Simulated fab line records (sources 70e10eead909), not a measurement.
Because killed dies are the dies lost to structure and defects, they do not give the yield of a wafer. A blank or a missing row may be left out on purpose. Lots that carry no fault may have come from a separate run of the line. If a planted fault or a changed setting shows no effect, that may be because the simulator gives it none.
Tool commonality check	flow nand_harc	32 wafers sampled across 11 lots

== REASON IT WAS OPENED ==
Flagged at NHARC_A_CHANNEL_HOLE_D1_INSPECT_40: reading raw_defect_count, on 1 of 11 lots. Wafers without a fault read 69, standard deviation 23.
Rule: a lot is flagged in two cases, either no wafer of it has a number, or all its wafers with numbers fall more than 4 standard deviations from that mean. All remaining lots are regarded as sound.

lot	measured	on	raw_defect_count, wafer by wafer	flag
L542	day 9 00:41	defect_inspect-01	108 92 110	
L541	day 9 01:19	defect_inspect-01	54 25 37	
L543	day 9 11:55	defect_inspect-01	44 61 52	
L544	day 10 06:59	defect_inspect-01	39 52 38	
L553	day 13 18:50	defect_inspect-02	391 389	FLAGGED
L558	day 16 02:12	defect_inspect-02	90 80 77	
L560	day 16 13:24	defect_inspect-01	83 110 70	
L561	day 17 00:14	defect_inspect-02	55 67 65	
L562	day 17 13:56	defect_inspect-02	60 69 62	
L563	day 17 19:20	defect_inspect-01	86 62 38	
L564	day 18 09:29	defect_inspect-02	60 70 63	
Average over the flagged lots: 390; offset from the usual +321, equal to +14 standard deviations.

== EACH LOT AND THE TOOL IT RAN ON ==
Before the reading, the record contains 3 process steps out of a 1302-step route. Read each cell as the tool, then ch plus the chambers that the sampled wafers visited, then the start.
lot	flag	NHARC_A_CHANNEL_HOLE_D1_ETCH_38	NHARC_A_CHANNEL_HOLE_D1_ETCH_34	NHARC_A_CHANNEL_HOLE_D1_ETCH_44
L542		rie_diel-08 ch 1,3, day 8 16:49	rie_diel-08 ch 1,2, day 8 17:10	rie_diel-09 ch 2,3, day 8 23:41
L541		rie_diel-08 ch 0,1, day 8 17:38	rie_diel-08 ch 0,2,3, day 8 17:59	rie_diel-09 ch 0,1,3, day 9 00:20
L543		rie_diel-09 ch 0,2,3, day 9 05:00	rie_diel-09 ch 0,1,2, day 9 05:26	rie_diel-08 ch 0,2,3, day 9 10:56
L544		rie_diel-09 ch 0,2,3, day 9 21:26	rie_diel-09 ch 0,2,3, day 9 21:46	rie_diel-08 ch 0,1,2, day 10 05:58
L553	FLAGGED	rie_diel-08 ch 2, day 13 12:03	rie_diel-08 ch 0, day 13 12:23	rie_diel-08 ch 1, day 13 17:52
L558		rie_diel-03 ch 1,2,3, day 15 09:44	rie_diel-03 ch 0,2,3, day 15 10:05	rie_diel-08 ch 0,2,3, day 16 01:13
L560		rie_diel-09 ch 0,1,2, day 16 05:49	rie_diel-09 ch 2,3, day 16 06:09	rie_diel-03 ch 0,1, day 16 12:05
L561		rie_diel-08 ch 1,2, day 16 17:21	rie_diel-08 ch 1,3, day 16 17:41	rie_diel-03 ch 1,2, day 16 23:14
L562		rie_diel-09 ch 1,2,3, day 17 04:57	rie_diel-09 ch 0,1,3, day 17 05:17	rie_diel-08 ch 1,3, day 17 12:57
L563		rie_diel-08 ch 0,2, day 17 09:40	rie_diel-08 ch 0,2,3, day 17 10:01	rie_diel-08 ch 0,1,2, day 17 18:22
L564		rie_diel-09 ch 2,3, day 18 02:39	rie_diel-09 ch 1,2,3, day 18 02:59	rie_diel-08 ch 0,2, day 18 08:29
These steps, and what they do:
- NHARC_A_CHANNEL_HOLE_D1_ETCH_38: etches the open film in CF4, target depth 39 nm, time 65 s.
- NHARC_A_CHANNEL_HOLE_D1_ETCH_34: etches the open film in CF4/CHF3, target depth 154 nm, time 77 s.
- NHARC_A_CHANNEL_HOLE_D1_ETCH_44: etches the open film in CF4/O2, target depth 140 nm, overetch 14 nm, time 77 s.
- NHARC_A_CHANNEL_HOLE_D1_INSPECT_40

== FLAGGED OVER TOTAL, TOOL BY TOOL (the gauges that took the reading come last) ==
step	tool	lots run	flagged	share of the flagged lots	sound lots run after its first flagged lot
NHARC_A_CHANNEL_HOLE_D1_ETCH_38	rie_diel-03	1	0	none	-
NHARC_A_CHANNEL_HOLE_D1_ETCH_38	rie_diel-08	5	1	all	2 (L561,L563)
NHARC_A_CHANNEL_HOLE_D1_ETCH_38	rie_diel-09	5	0	none	-
NHARC_A_CHANNEL_HOLE_D1_ETCH_34	rie_diel-03	1	0	none	-
NHARC_A_CHANNEL_HOLE_D1_ETCH_34	rie_diel-08	5	1	all	2 (L561,L563)
NHARC_A_CHANNEL_HOLE_D1_ETCH_34	rie_diel-09	5	0	none	-
NHARC_A_CHANNEL_HOLE_D1_ETCH_44	rie_diel-03	2	0	none	-
NHARC_A_CHANNEL_HOLE_D1_ETCH_44	rie_diel-08	7	1	all	4 (L558,L562,L563,L564)
NHARC_A_CHANNEL_HOLE_D1_ETCH_44	rie_diel-09	2	0	none	-
NHARC_A_CHANNEL_HOLE_D1_INSPECT_40	defect_inspect-01	6	0	none	-
NHARC_A_CHANNEL_HOLE_D1_INSPECT_40	defect_inspect-02	5	1	all	4 (L558,L561,L562,L564)

== WHAT IS ALLOWED BY THE TABLE ==
4 rows of the table ran every flagged lot: rie_diel-08 at NHARC_A_CHANNEL_HOLE_D1_ETCH_38, rie_diel-08 at NHARC_A_CHANNEL_HOLE_D1_ETCH_34, rie_diel-08 at NHARC_A_CHANNEL_HOLE_D1_ETCH_44, defect_inspect-02 at NHARC_A_CHANNEL_HOLE_D1_INSPECT_40.
- rie_diel-08 at NHARC_A_CHANNEL_HOLE_D1_ETCH_38 ran 5 lots, 1 of them flagged. Lots that were sound ran on it after the first flagged one (L561, L563); a persistent fault on the entire tool would not allow that.
- rie_diel-08 at NHARC_A_CHANNEL_HOLE_D1_ETCH_34 ran 5 lots, 1 of them flagged. Lots that were sound ran on it after the first flagged one (L561, L563); a persistent fault on the entire tool would not allow that.
- rie_diel-08 at NHARC_A_CHANNEL_HOLE_D1_ETCH_44 ran 7 lots, 1 of them flagged. Lots that were sound ran on it after the first flagged one (L558, L562, L563, L564); a persistent fault on the entire tool would not allow that.
- defect_inspect-02 at NHARC_A_CHANNEL_HOLE_D1_INSPECT_40 ran 5 lots, 1 of them flagged. Lots that were sound ran on it after the first flagged one (L558, L561, L562, L564); a persistent fault on the entire tool would not allow that.
There is no row in the table that ran each flagged lot and no sound lot after the first.

== WHAT HAD BEEN PUT IN BY THE SIMULATOR ==
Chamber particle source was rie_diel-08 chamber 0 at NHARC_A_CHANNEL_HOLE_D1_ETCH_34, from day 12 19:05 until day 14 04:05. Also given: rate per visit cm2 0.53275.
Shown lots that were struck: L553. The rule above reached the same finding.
